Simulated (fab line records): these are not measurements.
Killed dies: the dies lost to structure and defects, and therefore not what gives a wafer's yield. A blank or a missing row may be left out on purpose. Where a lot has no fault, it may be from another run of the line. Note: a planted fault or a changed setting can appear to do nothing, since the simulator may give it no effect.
Lot-split experiment | flow n5Finfet | route with 1938 steps; 7 lots, 21 wafers read

## ABOUT THE SPLIT
At N5_BEOL_M12_ILD_DEP_00 (deposits SiOC from DEMS/O2, target thk 658.92 nm, time 130.7 s), the setting timeS was moved away from the recipe's 130.7 s on 6 of the 21 wafers read, by -10.9% to +13.2%. All remaining wafers had this setting at the recipe value.

The file shows no step between the split and the reading.

## THE READING
At N5_BEOL_M12_THK_MEAS_01: M12_ILD_THK, given in nm. A value of 660 nm with a standard deviation of 10 nm is what fault-free wafers of this fab line usually give.

wafer  | tool, chamber at the split | timeS as run, s | against the recipe | M12_ILD_THK, nm | against lot-mates on the recipe
L076.1 | pecvd-04, 0                | 130.7           | recipe             | 660             | -
L076.2 | pecvd-04, 1                | 130.7           | recipe             | 671             | -
L076.5 | pecvd-04, 0                | 130.7           | recipe             | 671             | -
L078.1 | pecvd-01, 2                | 130.7           | recipe             | 654             | -
L078.3 | pecvd-01, 0                | 145             | +10.9%             | 720             | +62
L078.6 | pecvd-01, 0                | 130.7           | recipe             | 661             | -
L081.1 | pecvd-04, 0                | 130.7           | recipe             | 658             | -
L081.4 | pecvd-04, 0                | 130.7           | recipe             | 668             | -
L081.5 | pecvd-04, 2                | 130.7           | recipe             | 667             | -
L086.1 | pecvd-02, 0                | 116.5           | -10.9%             | 577             | -70
L086.3 | pecvd-02, 2                | 130.7           | recipe             | 647             | -
L086.6 | pecvd-02, 0                | 116.5           | -10.9%             | 572             | -75
L093.1 | pecvd-01, 1                | 147.9           | +13.2%             | 743             | +67
L093.5 | pecvd-01, 2                | 130.7           | recipe             | 676             | -
L093.6 | pecvd-01, 0                | 147.9           | +13.2%             | 754             | +78
L094.1 | pecvd-01, 2                | 130.7           | recipe             | 658             | -
L094.2 | pecvd-01, 1                | 130.7           | recipe             | 665             | -
L094.6 | pecvd-01, 1                | 138.5           | +6.0%              | 716             | +54
L095.2 | pecvd-02, 0                | 130.7           | recipe             | 642             | -
L095.3 | pecvd-02, 2                | 130.7           | recipe             | 659             | -
L095.4 | pecvd-02, 0                | 130.7           | recipe             | 658             | -

THE FIT
A straight line over all 21 wafers: M12_ILD_THK changes by +7.04 nm for each +1% of timeS; r = +0.97; the points scatter about the line by 10 nm.
The same after taking each lot's own level away (the mean of its wafers on the recipe; 21 wafers): +6.11 nm for each +1%; r = +0.98; scatter 7.2 nm.
On that fit, the largest move of timeS shifts the reading by 80 nm.
The span of the lots' own levels, 647.0 to 676.0 nm, comes to 2.9 times the standard deviation stated above.
So the slope is not independent of the lot-to-lot level: the two fits are not the same.
Check: for one of the wafers moved furthest among these (+13.2%), held out of the fit, the line's prediction against its lot-mates is +84 nm. Against them it came out at +67 nm.

## THE OTHER SPLITS THESE WAFERS WENT THROUGH
These wafers also went through other splits before the reading. Each is held against what the fit with the lots' levels taken away leaves over:
other split on the same wafers      | wafers away from the commonest value | r with M12_ILD_THK (lot level and that fit taken away)
N5_BEOL_M10_DEVELOP_27 developTimeS | 5                                    | -0.13

## THE WHOLE CHAIN: every reading that the file lists as answering this split, in the file's order
step                    | what it does                                                   | reading                                                                            | change (the file's fit)              | r (the file's)
N5_BEOL_M12_ILD_DEP_00  | deposits SiOC from DEMS/O2, target thk 658.92 nm, time 130.7 s | SiOC_of_BEOL_M12_ILD_DEP_00.thkNm (the simulator's own value, which no gauge read) | +6.16 nm for each +1% of the setting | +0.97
N5_BEOL_M12_THK_MEAS_01 |                                                                | M12_ILD_THK                                                                        | +6.17 for each +1% of the setting    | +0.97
N5_BEOL_M12_VIA_ETCH_16 | etches SiOC in C4F8/O2/Ar, target depth 724.8 nm               | etch.depthNm (the simulator's own value, which no gauge read)                      | +6.16 nm for each +1% of the setting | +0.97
N5_BEOL_M12_VIA_ETCH_16 | etches SiOC in C4F8/O2/Ar, target depth 724.8 nm               | coat_of_BEOL_M12_COAT_04.thkNm (the simulator's own value, which no gauge read)    | -1.78 nm for each +1% of the setting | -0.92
N5_BEOL_M12_STRIP_63    | strips in N2/H2                                                | stripTimeToEndpointS                                                               | withheld for each +1% of the setting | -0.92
N5_BEOL_M12_ETCH_38     | etches SiCN in CF4/N2, target depth 68.7 nm, time 73.4 s       | SiOC_of_BEOL_M12_ILD_DEP_00.thkNm (the simulator's own value, which no gauge read) | +6.02 nm for each +1% of the setting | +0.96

## THE FILE'S OWN FIT
M12_ILD_THK changes by +6.17 nm for each +1% of timeS, r = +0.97.
